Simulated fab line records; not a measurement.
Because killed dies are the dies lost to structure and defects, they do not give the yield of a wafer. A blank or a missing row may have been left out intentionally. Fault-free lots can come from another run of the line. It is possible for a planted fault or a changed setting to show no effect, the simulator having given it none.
fab line records ; flow n5-finfet
record lots=4; wafers=12; last-day=18
route steps=1938 shown HKMG_FIN@433 GATE_CUT@465 BEOL_M4@1111 PASSIVATION@1936
lots that met no fault: from a run of the same line without faults
start-h: start of the lot's first displayed wafer, in hours after the record's first day ; wait-h: hours elapsed since this lot's preceding step ; " identical to the entry in the row above ; L1.1+2: one row covering several wafers at once ; - value missing, or start not given ; * or withheld: withheld ; < > ~ a bound
route shown NAME@n: a module of which the file shows steps, and the number in the route of the first ; usual: mean and standard deviation over wafers with no fault ; same: alike in all rows ; chamber/n: place in a boat ; sites: per-site readings ; _std_site: standard deviation across them ; _edge_site: outer sites' mean less inner sites' ; radius-mm: for every site, how far away it sits from the centre of the wafer ; mask NAME#n: copy n ; behind: the tool/chamber that last shaped the wafer ; hold: what put the lot on hold/how long, in hours/how the hold closed ; device: which transistor (n, p or np) failed to switch ; end of line: tests run on the same wafers once the route is complete ; a step with no rows: only its recipe ; killed: the dies lost at the first sort to structure and to defects; this is not the yield of the wafer ; map: dies across one wafer; x = killed, . = not, _ = none there
set.NAME: the setting that was run; set.NAME@STEP: the one run at that earlier step ; model.NAME: the simulator's own value behind a step, which no gauge read
certain route steps with their lots: each step a table, each wafer a row
services: a tool's chamber out of use, with start hour (start-h, from the record's first day; less than 0 if before it), hours out, and reason
## steps
# step N5_HKMG_FIN_DESCUM_17
# recipe chemistry=O2; time-s=7.9; source-power-w=50; bias-power-w=20; pressure-mtorr=20; rf-frequency-hz=2.712e+07; temp-c=40; resist=CAR-ArF; o2-flow-sccm=225
# step N5_HKMG_FIN_ETCH_31
# recipe chemistry=CF4; target=SiARC; target-depth-a=455; mask-material=CAR-ArF; time-s=75.8; ion-energy-ev=80; pressure-mtorr=40; source-w=545; bias-w=36; Ar_flow_sccm=100; cf4-flow-sccm=100; ends=cleared
# step N5_HKMG_FIN_ETCH_32
# recipe chemistry=N2/H2; target=SOC; target-depth-a=2400; temp-c=40; time-s=300; ion-energy-ev=200; mask-material=SiARC; pressure-mtorr=30; source-w=840; bias-w=150; n2-flow-sccm=200; h2-flow-sccm=200
# step N5_HKMG_FIN_STRIP_33
# recipe chemistry=N2/H2; temp-c=40; n2-flow-sccm=200; h2-flow-sccm=200; rf-frequency-hz=6e+07
# step N5_HKMG_FIN_STRIP_34
# recipe chemistry=CF4; resist=SiARC; power-w=300; bias-power-w=75; pressure-mtorr=50; cf4-flow-sccm=150; rf-frequency-hz=6e+07
# step N5_HKMG_FIN_ETCH_35
# recipe chemistry=N2/H2; target=SOC; target-depth-a=2158; ion-energy-ev=65; bias-w=5; source-w=3000; time-s=243.4; pressure-mtorr=30; n2-flow-sccm=200; h2-flow-sccm=200
# step N5_HKMG_FIN_STRIP_92
# recipe chemistry=N2/H2; material=SOC; time-s=20; power-w=500; temp-c=40; pressure-mtorr=50; rf-frequency-hz=6e+07; bias-power-w=8; h2-frac=0.5; n2-flow-sccm=300; h2-flow-sccm=300
# step N5_HKMG_FIN_WET_ETCH_18
# recipe chemistry=SC1; target=TiN; mix=1:1:5; temp-c=*; time-s=55; target-depth-nm=5.2; dry=ipa-marangoni; rinse-time-s=30; rinse-temp-c=23
# step N5_HKMG_FIN_STRIP_19
# recipe chemistry=N2/H2; power-w=2500; temp-c=300; h2-frac=0.65; time-s=360; pressure-mtorr=withheld; n2-flow-sccm=1750; h2-flow-sccm=3250
# step N5_HKMG_FIN_ALD_91
# recipe material=TiN; target-thk-a=10; temp-c=400; ald-precursor-family=TiCl4; ald-co-reactant=NH3; pulse-time-s=1; purge-time-s=3; co-reactant-purge-time-s=2; co-reactant-pulse-time-s=2; ald-cycles=47; pressure-torr=3
# usual ald-cycles=47/0; heater-power-w=883/51; precursor-pulse-height-rel=0.997/0.019
# same purge-time-s=3
lot.wafer;tool;chamber;start-h;wait-h;ald-cycles;heater-power-w;precursor-pulse-height-rel;model.TiN_of_HKMG_FIN_ALD_91.thk-nm
L172.1;ald-metal-04;2;77.51;0.3;47;904;0.985;1
L172.4;ald-metal-04;0;77.51;0.3;47;849;1.008;1
L172.5;ald-metal-04;3;77.51;0.3;47;816;1.010;1
L190.4;ald-metal-04;3;197.93;0.1;65;804;1.003;1.4
L190.5;ald-metal-04;3;197.93;0.1;47;784;1.011;1
L190.6;ald-metal-04;0;197.93;0.1;65;848;0.988;1.4
L192.1;ald-metal-04;3;200.98;0.3;47;802;0.985;1
L192.2;ald-metal-04;2;200.98;0.3;47;905;0.972;1
L192.4;ald-metal-04;1;200.98;0.3;65;937;0.973;1.4
L194.2;ald-metal-02;2;209.06;0.3;47;894;0.981;1
L194.3;ald-metal-02;3;209.06;0.3;47;862;0.963;1
L194.6;ald-metal-02;1;209.06;0.3;47;947;0.992;1
# step N5_HKMG_FIN_COAT_85
# recipe resist=SOC; temp-c=250; time-s=60; spin-rpm=1500; resist-thk-nm=300
# step N5_HKMG_FIN_ETCH_86
# recipe chemistry=N2/H2; target=SOC; target-depth-a=3932; stop-on=TiN; ion-energy-ev=100; bias-w=61; pressure-mtorr=30; source-w=850; n2-flow-sccm=200; h2-flow-sccm=200
# step N5_HKMG_FIN_STRIP_89
# recipe chemistry=N2/H2; material=SOC; time-s=20; power-w=500; temp-c=40; pressure-mtorr=50; rf-frequency-hz=6e+07; bias-power-w=8; h2-frac=0.5; n2-flow-sccm=300; h2-flow-sccm=300
# step N5_HKMG_FIN_WET_ETCH_87
# recipe chemistry=SC1; target=TiN; mix=1:2:40; temp-c=50; time-s=154.2; target-depth-nm=4.7; dry=ipa-marangoni; rinse-time-s=30; rinse-temp-c=23
# step N5_HKMG_FIN_STRIP_88
# recipe chemistry=N2/H2; power-w=2500; temp-c=300; h2-frac=0.65; time-s=360; pressure-mtorr=withheld; n2-flow-sccm=1750; h2-flow-sccm=3250
# step N5_HKMG_FIN_NWFM_ALD_20
# recipe material=TiAlC; target-thk-a=20; temp-c=300; ald-precursor-family=TiCl4; ald-co-reactant=TEA; pulse-time-s=3; purge-time-s=2; co-reactant-purge-time-s=2; co-reactant-pulse-time-s=10; ald-cycles=7; pressure-torr=3
# step N5_HKMG_FIN_ALD_71
# recipe material=TiN; target-thk-a=10; temp-c=400; ald-precursor-family=TiCl4; ald-co-reactant=NH3; pulse-time-s=1; purge-time-s=3; co-reactant-purge-time-s=2; co-reactant-pulse-time-s=2; ald-cycles=47; pressure-torr=3
# step N5_HKMG_FIN_COAT_66
# recipe resist=SOC; temp-c=250; time-s=60; spin-rpm=1500; resist-thk-nm=300
# step N5_HKMG_FIN_ETCH_67
# recipe chemistry=N2/H2; target=SOC; target-depth-a=3889; stop-on=TiN; ion-energy-ev=100; bias-w=61; pressure-mtorr=30; source-w=850; n2-flow-sccm=200; h2-flow-sccm=200
# step N5_HKMG_FIN_STRIP_90
# recipe chemistry=N2/H2; material=SOC; time-s=20; power-w=500; temp-c=40; pressure-mtorr=50; rf-frequency-hz=6e+07; bias-power-w=8; h2-frac=0.5; n2-flow-sccm=300; h2-flow-sccm=300
# step N5_HKMG_FIN_WET_ETCH_73
# recipe chemistry=SC1; mix=1:2:40; temp-c=50; time-s=42.3; target-depth-nm=1.3; dry=ipa-marangoni; rinse-time-s=30; rinse-temp-c=23
# step N5_HKMG_FIN_ETCHBACK_68
# recipe chemistry=Cl2/Ar; stop-on=HfO2; target-depth-a=5; pressure-mtorr=10; icp-w=600; bias-w=60; Cl2_flow_sccm=40; Ar_flow_sccm=60
# step N5_HKMG_FIN_STRIP_69
# recipe chemistry=N2/H2; power-w=2500; temp-c=300; h2-frac=0.65; time-s=360; pressure-mtorr=withheld; n2-flow-sccm=1750; h2-flow-sccm=3250
# step N5_HKMG_FIN_ALD_21
# recipe material=TiN; target-thk-a=15; temp-c=400; ald-precursor-family=TiCl4; ald-co-reactant=NH3; pulse-time-s=1; purge-time-s=3; co-reactant-purge-time-s=2; co-reactant-pulse-time-s=2; ald-cycles=68; pressure-torr=3
# step N5_HKMG_FIN_ALD_72
# recipe material=W; target-thk-a=20; temp-c=300; pressure-torr=7.5; ald-precursor-family=WF6; ald-co-reactant=B2H6; pulse-time-s=1; purge-time-s=2; co-reactant-purge-time-s=2; co-reactant-pulse-time-s=3; ald-cycles=7
# step N5_HKMG_FIN_W_FILL_22
# recipe material=W; target-thk-a=600; temp-c=400; pressure-torr=39.4; time-s=18.2
# step N5_HKMG_FIN_PRECLEAN_83
# recipe chemistry=DIW; time-s=57.5; temp-c=23
# step N5_HKMG_FIN_SRD_84
# recipe dry-time-s=32; dry=n2-spin; spin-rpm=1500
# step N5_HKMG_FIN_CMP_23
# recipe stop-on=SiNx; t-overpolish-s=10; post-cmp-clean=rinse-only; down-force-psi=4; platen-rpm=50.289; pad-velocity-m-s=1.0006; target-thk-nm=46.326
# step N5_HKMG_FIN_CMP_94
# recipe stop-on=SiNx; post-cmp-clean=w-dilute-nh4oh; t-overpolish-s=4.7; down-force-psi=4; platen-rpm=50.289; pad-velocity-m-s=1.0006; target-thk-nm=43.299
# step N5_GATE_CUT_ETCHBACK_00
# recipe chemistry=SF6/Cl2; target=W; pressure-mtorr=8; icp-w=900; bias-w=80; SF6_flow_sccm=40; Cl2_flow_sccm=60
# step N5_GATE_CUT_ETCH_56
# recipe chemistry=Cl2/Ar; target=TiN; target-depth-a=216; pressure-mtorr=10; icp-w=600; bias-w=60; Cl2_flow_sccm=40; Ar_flow_sccm=60
# step N5_GATE_CUT_ETCHBACK_30
# recipe chemistry=Cl2/Ar; target=TiN; target-depth-a=30; mode=isotropic; pressure-mtorr=10; icp-w=600; bias-w=60; Cl2_flow_sccm=40; Ar_flow_sccm=60
# step N5_GATE_CUT_VAPOR_ETCH_60
# recipe chemistry=BCl3/Cl2; target=HfO2; mode=isotropic
# step N5_GATE_CUT_ETCH_58
# recipe chemistry=CH3F/O2; target=SiNx; target-depth-a=170; time-s=128.6; ion-energy-ev=50; pressure-mtorr=30; source-w=415; bias-w=21; Ar_flow_sccm=150; CH3F_flow_sccm=30; O2_flow_sccm=20
# step N5_GATE_CUT_STRIP_59
# recipe chemistry=N2/H2; time-s=20; power-w=100; temp-c=40; pressure-mtorr=100; rf-frequency-hz=6e+07; bias-power-w=3; n2-flow-sccm=300; h2-flow-sccm=300
# step N5_GATE_CUT_PRECLEAN_31
# recipe temp-c=23; chemistry=DIW; time-s=300
# step N5_BEOL_M4_RC_MEAS_101
# usual DIBL_N=36.2/1.6; DIBL_P=36.5/1.9; IOFF_N=0.158/0.027; IOFF_N_85C=3.1/0.45; IOFF_N_LIN=0.073/0.01; IOFF_N_LONG=5.45e-05/2.1e-06; IOFF_P=0.21/0.038; IOFF_P_85C=3.7/0.54; IOFF_P_LIN=0.101/0.014; IOFF_P_LONG=0.000106/1e-05; ION_N=675/12; ION_P=464/8.9; SS_N=71.5/0.61; SS_P=73.4/0.59; VT_N=250.4/3; VT_N_LONG=275.5/1.7; VT_N_LVT=99.1/2.9; VT_P=-250/3.6; VT_P_LONG=-275/3.3; VT_P_LVT=-99/3.1
lot.wafer;tool;chamber;start-h;wait-h;DIBL_N[mV/V];DIBL_P[mV/V];IOFF_N[nA/um];IOFF_N_85C[nA/um];IOFF_N_LIN[nA/um];IOFF_N_LONG[nA/um];IOFF_P[nA/um];IOFF_P_85C[nA/um];IOFF_P_LIN[nA/um];IOFF_P_LONG[nA/um];ION_N[uA/um];ION_P[uA/um];SS_N[mV/dec];SS_P[mV/dec];VT_N[mV];VT_N_LONG[mV];VT_N_LVT[mV];VT_P[mV];VT_P_LONG[mV];VT_P_LVT[mV]
L172.1;prober-02;0;167.19;0.0;36.5;37.6;0.160;3.2;0.075;5.59e-05;0.24;4.0;0.110;0.000113;673;467;72.0;73.2;250.8;275.4;97.8;-250;-274;-95
L172.4;prober-02;0;167.19;0.0;36.1;37.2;0.158;3.2;0.073;5.58e-05;0.22;3.7;0.101;0.000111;674;460;70.8;73.3;249.6;276.2;96.9;-251;-275;-97
L172.5;prober-02;0;167.19;0.0;35.6;36.8;0.149;3.0;0.070;5.43e-05;0.21;3.7;0.100;0.000107;672;464;71.8;72.6;252.1;274.6;98.7;-249;-275;-97
L190.4;prober-01;0;281.71;0.5;37.5;38.3;0.039;1.0;0.018;2.77e-05;0.42;6.3;0.190;0.000162;596;496;71.1;74.4;287.2;318.4;136.3;-231;-259;-79
L190.5;prober-01;0;281.71;0.5;37.9;38.2;0.169;3.3;0.079;5.74e-05;0.25;4.0;0.114;0.000124;690;481;71.9;73.6;249.3;274.3;97.0;-247;-273;-94
L190.6;prober-01;0;281.71;0.5;35.0;35.0;0.030;0.8;0.015;2.69e-05;0.32;5.0;0.158;0.000162;580;482;71.0;72.5;296.4;315.8;140.9;-234;-261;-84
L192.1;prober-02;0;307.55;0.0;37.6;35.6;0.169;3.3;0.072;5.5e-05;0.23;3.9;0.106;0.000108;663;456;72.5;73.1;251.5;274.2;100.8;-248;-276;-98
L192.2;prober-02;0;307.55;0.0;36.5;35.5;0.159;3.1;0.073;5.6e-05;0.23;4.0;0.110;0.000117;674;470;72.1;73.5;249.0;272.6;99.1;-246;-272;-97
L192.4;prober-02;0;307.55;0.0;37.8;36.5;0.040;1.0;0.017;2.6e-05;0.39;6.1;0.181;0.000159;582;481;72.2;73.8;290.3;314.5;141.6;-236;-262;-83
L194.2;prober-02;0;320.73;0.2;32.1;32.0;0.105;2.2;0.053;5.39e-05;0.19;3.3;0.098;0.000119;649;463;69.8;72.3;255.3;278.3;105.7;-249;-271;-98
L194.3;prober-02;0;320.73;0.2;34.7;35.8;0.149;2.9;0.070;5.44e-05;0.24;4.1;0.117;0.000122;675;474;71.5;73.7;248.6;274.9;100.6;-242;-271;-96
L194.6;prober-02;0;320.73;0.2;35.4;36.2;0.154;3.1;0.072;5.42e-05;0.25;4.2;0.120;0.00012;672;472;72.1;73.5;249.7;276.2;99.4;-245;-267;-95
# step N5_PASSIVATION_PROBE_49
# usual defect-limited-yield=91.3/1.7; killed_at_M0_to_M3=33/11; killed_at_M4_up=14/5.5; killed-at-contacts=13/6.5; killed-at-front-end=39/13; killed-at-other=3.4/2.9; killed-dies=103/20; killed-open=69/15; killed-short=32/8.1; sort_bin_4_leakage=0/0; sort_bin_5_function=5.1/1.1; sort_bin_6_memory=3.3/0.74; sort_bin_8_speed=0.00/0.014; sort-n-pass=1077/20; sort-yield-pct=91.3/1.7
# same gross-dies=1180; killed-at-back-side=0
lot.wafer;tool;chamber;start-h;wait-h;defect-limited-yield[%];killed_at_M0_to_M3;killed_at_M4_up;killed-at-contacts;killed-at-front-end;killed-at-other;killed-dies;killed-open;killed-short;sort_bin_4_leakage[%];sort_bin_5_function[%];sort_bin_6_memory[%];sort_bin_8_speed[%];sort-n-pass;sort-yield-pct[%]
L172.1;prober-01;-;282.52;0.0;90.8;20;8;21;58;1;108;81;27;0;5.3;3.8;0;1072;90.8
L172.4;prober-01;-;282.67;0.2;93.2;18;15;10;36;1;80;58;22;0;3.8;3.0;0;1100;93.2
L172.5;prober-01;-;282.72;0.2;91.1;24;16;8;52;5;105;71;33;0;5.5;3.2;0;1075;91.1
L190.4;prober-02;-;393.93;0.2;91.4;34;19;19;26;3;101;77;22;0.34;5.2;3.4;91.10;0;0
L190.5;prober-02;-;393.98;0.2;90.7;36;20;14;35;5;110;77;31;0;5.3;3.9;0;1070;90.7
L190.6;prober-02;-;394.03;0.3;91.9;45;11;20;18;2;96;57;35;0;5.1;2.7;91.86;0;0
L192.1;prober-02;-;423.87;0.4;92.3;29;23;9;28;2;91;63;28;0;4.5;3.2;0;1089;92.3
L192.2;prober-02;-;423.92;0.4;92.1;27;16;9;37;4;93;58;34;0;5.3;2.4;0;1087;92.1
L192.4;prober-02;-;424.02;0.5;91.4;24;25;10;41;2;102;71;29;0.17;4.7;3.6;91.19;0;0
L194.2;prober-02;-;438.34;0.1;93.2;38;10;8;22;2;80;59;19;0;4.3;2.3;0;1100;93.2
L194.3;prober-02;-;438.39;0.1;91.9;32;18;7;37;2;96;74;18;0;4.4;3.1;0;1084;91.9
L194.6;prober-02;-;438.54;0.3;89.8;38;22;15;37;8;120;72;40;0;5.1;4.2;0;1060;89.8
# killed by level:class
L172.1 STI_FIN_REVEAL:geometric-particle:open=25 MOL_CONTACT_COAG:geometric-particle:open=16 STI_FIN_REVEAL:geometric-particle:short=5 MOL_CONTACT_COAG:geometric-particle:short=5 FIN_SAQP:geometric-particle:open=4 BEOL_M2:geometric-particle:open=4 STARTING-WAFER:geometric-particle:open=4 FIN_SAQP:geometric-particle:short=3
L172.4 STI_FIN_REVEAL:geometric-particle:open=13 FIN_SAQP:geometric-particle:open=8 MOL_CONTACT_COAG:geometric-particle:open=8 BEOL_M0_SAQP:geometric-particle:short=5 BEOL_M0_SAQP:geometric-particle:open=4 BEOL_M1:geometric-particle:open=4 BEOL_M4:geometric-particle:open=4 FIN_SAQP:geometric-particle:short=3
L172.5 STI_FIN_REVEAL:geometric-particle:open=11 BEOL_M4:geometric-particle:open=11 FIN_SAQP:geometric-particle:open=10 MOL_CONTACT_COAG:geometric-particle:open=7 STI_FIN_REVEAL:geometric-particle:short=6 FIN_SAQP:geometric-particle:short=5 DUMMY_GATE:geometric-particle:open=5 BEOL_M0_SAQP:geometric-particle:short=5
L190.4 MOL_CONTACT_COAG:geometric-particle:open=14 BEOL_M4:geometric-particle:open=12 STI_FIN_REVEAL:geometric-particle:open=9 BEOL_M3:geometric-particle:open=8 FIN_SAQP:geometric-particle:open=6 BEOL_M0_SAQP:geometric-particle:open=6 BEOL_M2:geometric-particle:open=6 BEOL_M1:geometric-particle:open=5
L190.5 BEOL_M2:geometric-particle:open=20 MOL_CONTACT_COAG:geometric-particle:open=11 BEOL_M4:geometric-particle:open=9 FIN_SAQP:geometric-particle:open=7 STI_FIN_REVEAL:geometric-particle:open=5 DUMMY_GATE:geometric-particle:open=5 BEOL_M2:geometric-particle:short=5 BEOL_M7:geometric-particle:open=4
L190.6 MOL_CONTACT_COAG:geometric-particle:open=12 BEOL_M2:geometric-particle:open=11 BEOL_M0_SAQP:geometric-particle:short=10 BEOL_M0_SAQP:geometric-particle:open=7 FIN_SAQP:geometric-particle:short=6 MOL_CONTACT_COAG:geometric-particle:short=5 BEOL_M1:geometric-particle:open=5 BEOL_M3:geometric-particle:open=5
L192.1 BEOL_M4:geometric-particle:open=11 BEOL_M0_SAQP:geometric-particle:open=10 MOL_CONTACT_COAG:geometric-particle:open=8 BEOL_M0_SAQP:geometric-particle:short=8 FIN_SAQP:geometric-particle:short=6 FIN_SAQP:geometric-particle:open=6 STI_FIN_REVEAL:geometric-particle:open=6 GATE_CUT:geometric-particle:short=4
L192.2 BEOL_M1:geometric-particle:open=11 FIN_SAQP:geometric-particle:open=8 BEOL_M4:geometric-particle:open=8 FIN_SAQP:geometric-particle:short=7 GATE_CUT:geometric-particle:short=5 MOL_CONTACT_COAG:geometric-particle:open=5 BEOL_M2:geometric-particle:open=5 STI_FIN_REVEAL:geometric-particle:open=4
L192.4 FIN_SAQP:geometric-particle:open=11 BEOL_M4:geometric-particle:open=8 MOL_CONTACT_COAG:geometric-particle:open=7 STI_FIN_REVEAL:geometric-particle:open=6 GATE_CUT:geometric-particle:open=6 BEOL_M0_SAQP:geometric-particle:open=6 BEOL_M1:geometric-particle:open=6 BEOL_M2:geometric-particle:open=5
L194.2 FIN_SAQP:geometric-particle:open=9 BEOL_M3:geometric-particle:open=9 BEOL_M0_SAQP:geometric-particle:short=8 BEOL_M1:geometric-particle:open=7 MOL_CONTACT_COAG:geometric-particle:open=6 BEOL_M4:geometric-particle:open=6 STI_FIN_REVEAL:geometric-particle:open=4 BEOL_M2:geometric-particle:open=4
L194.3 BEOL_M4:geometric-particle:open=15 BEOL_M0_SAQP:geometric-particle:open=12 FIN_SAQP:geometric-particle:open=8 BEOL_M3:geometric-particle:open=8 MOL_CONTACT_COAG:geometric-particle:open=7 GATE_CUT:geometric-particle:open=6 DUMMY_GATE:geometric-particle:open=5 BEOL_M0_SAQP:geometric-particle:short=4
L194.6 MOL_CONTACT_COAG:geometric-particle:open=12 FIN_SAQP:geometric-particle:open=7 GATE_CUT:geometric-particle:short=7 BEOL_M0_SAQP:geometric-particle:open=6 BEOL_M4:geometric-particle:open=6 HKMG_FIN:area-etch=6 DUMMY_GATE:geometric-particle:open=5 BEOL_M2:geometric-particle:short=5
# map L190.5 (x killed, . not)
_________________x..x...x....________________
______________...........x....x._____________
___________...xx....x.x.........x..__________
__________..........x............x.._________
________..................xx......xx.._______
_______.............x............x.....______
______.........xx.................x.xx.._____
_____.................x................x.____
____..........x.......x...................___
___...........x.x...x......................__
___.x..................................x...__
__.....................x..x.............x..._
__....................x.x..x....x...x......x_
_...................x.......x.......x........
_.......................x...x.x...x.........x
_.....x.x..............x..x.............x....
_..x.................x.x.....................
_.........x.x.......xx.....................x.
_.x..........x............x.x................
_..............x.............................
_....x.....x.....................x....x......
__.x..........x..........................x.._
__....x...............x.....x.x..x.........._
___................x.......................__
___....x......x..............x.............__
____...x.....x...x.x......................___
_____......x.........x....x.....x....x...____
______.....x..x........................._____
_______....x...........................______
________........x....x..........x....x_______
__________...x...........x.........._________
___________.x....x.......x..xx.....__________
______________.x..........x....._____________
_________________.......x.x..________________
# map L192.4 (x killed, . not)
_________________.....x......________________
______________...x.............._____________
___________.x.....x.....x........x.__________
__________.........................._________
________.........x......x.......x...x._______
_______..................x.............______
______........xx.x...x.................._____
_____.............x......................____
____..........................x..x........___
___..........x................x....x....x..__
___.......x..x..x........x.................__
__....x..........x.........................._
__.................x.....x...xx............._
_............x.x..........xx........x........
_..........x...........x...........xx..x.....
_.........x...............................x..
_............x.........xx....................
_...x......x..............xx................x
_..........x.........x................x......
_.....x.........x.x...................x......
_..........x......x......x..x................
__......x.....x........................x...._
__.......x.......x...........x.............._
___............x.......x.......x...........__
___..x.........x..x........x...............__
____.............x......x........x...x.x..___
_____..............x......x.x............____
______........x................x........_____
_______............x....x........x.....______
________...........x............x....x_______
__________.x.x............x........._________
___________............x....x......__________
______________....x.x..........._____________
_________________.....x....xx________________
## services
tool;chamber;start-h;hours;kind
ald-metal-02;-;134.17;0.4;repair
ald-metal-04;-;135.80;14.6;pm
ald-metal-02;1;150.83;3.9;repair
ald-metal-04;-;153.92;8.7;pm
ald-metal-04;-;180.21;2.8;pm
## key
first-sign step=N5_HKMG_FIN_ALD_91; reading=ald-cycles; direction=up; sigmas=99+; usual=*; struck=*
effect step=N5_BEOL_M4_RC_MEAS_101; reading=VT_N_LONG; direction=up; sigmas=24; usual=275.5; struck=316.2
effect step=N5_BEOL_M4_RC_MEAS_101; reading=VT_N_LVT; direction=up; sigmas=14; usual=99.1; struck=139.6
effect step=N5_BEOL_M4_RC_MEAS_101; reading=VT_N; direction=up; sigmas=14; usual=250.4; struck=291.3
effect step=N5_BEOL_M4_RC_MEAS_101; reading=IOFF_N_LONG; direction=down; sigmas=13; usual=5.45e-05; struck=2.68e-05
effect step=N5_BEOL_M4_RC_MEAS_101; reading=ION_N; direction=down; sigmas=7.5; usual=675; struck=586
effect step=N5_BEOL_M4_RC_MEAS_101; reading=IOFF_P_LONG; direction=up; sigmas=5.5; usual=0.000106; struck=0.000161
effect step=N5_BEOL_M4_RC_MEAS_101; reading=VT_P_LVT; direction=up; sigmas=5.4; usual=-99; struck=-82
effect step=N5_BEOL_M4_RC_MEAS_101; reading=IOFF_N_LIN; direction=down; sigmas=5.4; usual=0.073; struck=0.017
effect step=N5_BEOL_M4_RC_MEAS_101; reading=IOFF_P_LIN; direction=up; sigmas=5.3; usual=0.101; struck=0.176
effect step=N5_BEOL_M4_RC_MEAS_101; reading=IOFF_N_85C; direction=down; sigmas=4.8; usual=3.1; struck=0.9
effect step=N5_BEOL_M4_RC_MEAS_101; reading=VT_P; direction=up; sigmas=4.6; usual=-250; struck=-234
effect step=N5_BEOL_M4_RC_MEAS_101; reading=IOFF_N; direction=down; sigmas=4.4; usual=0.158; struck=0.036
effect step=N5_PASSIVATION_PROBE_49; reading=sort_bin_8_speed; direction=up; sigmas=99+; usual=0.00; struck=91.38
model-effect step=N5_HKMG_FIN_ALD_91; value=TiN_of_HKMG_FIN_ALD_91.thk-nm; without=1; struck=1.4
met-at N5_HKMG_FIN_ALD_91
struck-wafers L190.4,L190.6,L192.4
onset-between 77.51 197.93
fault kind=process-parameter-drift; tool=ald-metal-04; chamber=-; onset-h=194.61; steps=N5_HKMG_FIN_ALD_91; channel=ald-cycles; offset=*; shape=step; end-h=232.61; scope=struck-wafers-only; acts-in=*; stated=*
